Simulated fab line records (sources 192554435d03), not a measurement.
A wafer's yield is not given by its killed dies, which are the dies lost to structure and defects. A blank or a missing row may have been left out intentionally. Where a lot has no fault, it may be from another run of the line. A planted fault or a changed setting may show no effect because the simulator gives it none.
Chamber matching    flow n5-finfet    pecvd-04 running N5_BEOL_M9_ILD_DEP_00: 3 sister chambers
The step deposits SiCOH lowk from DEMS/porogen, target thk 308.51 nm, time 58 s. 3 wafers are shown with their chamber, then 12 later ones without.

## WAFERS WITH THEIR CHAMBER
wafer   chamber  throttle-valve-pct (%)
L084.4  1        14.0
L087.4  2        13.3
L087.5  0        13.9

## WAFERS WITH NO CHAMBER GIVEN
wafer   throttle-valve-pct (%)
L088.1  13.4
L088.2  13.8
L088.5  13.9
L092.2  13.3
L092.3  13.9
L092.5  13.6
L097.1  13.9
L097.2  13.3
L097.3  13.4
L097.4  14.1
L097.5  13.9
L097.6  13.4

## WHICH CHAMBER EACH ONE RAN IN
wafer   from the rows above           in truth
L088.1  2                             2
L088.2  can't be placed: 0 or 1       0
L088.5  can't be placed: 0 or 1       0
L092.2  2                             2
L092.3  can't be placed: 0 or 1       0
L092.5  can't be placed: 2 or 0 or 1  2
L097.1  can't be placed: 0 or 1       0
L097.2  2                             2
L097.3  2                             2
L097.4  can't be placed: 1 or 0       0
L097.5  can't be placed: 0 or 1       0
L097.6  2                             2
Placed correctly: 5 of 12. Not placeable from these rows: 7 (in 7, the candidates include the true chamber). Wrongly placed: 0.
How it was worked out, from the rows above alone: a wafer's distance from a chamber is the root of the sum, over the readings, of the square of ((its reading less the chamber's mean) divided by the reading's scatter). If the next closest chamber is less than 2 further off than the closest, the wafer can't be placed; otherwise it belongs to the closest. A chamber's mean is the mean of its shown wafers. The scatter (one wafer shown for each chamber): square how far every hidden wafer sits from the nearest shown wafer, average those squares and take the square root.
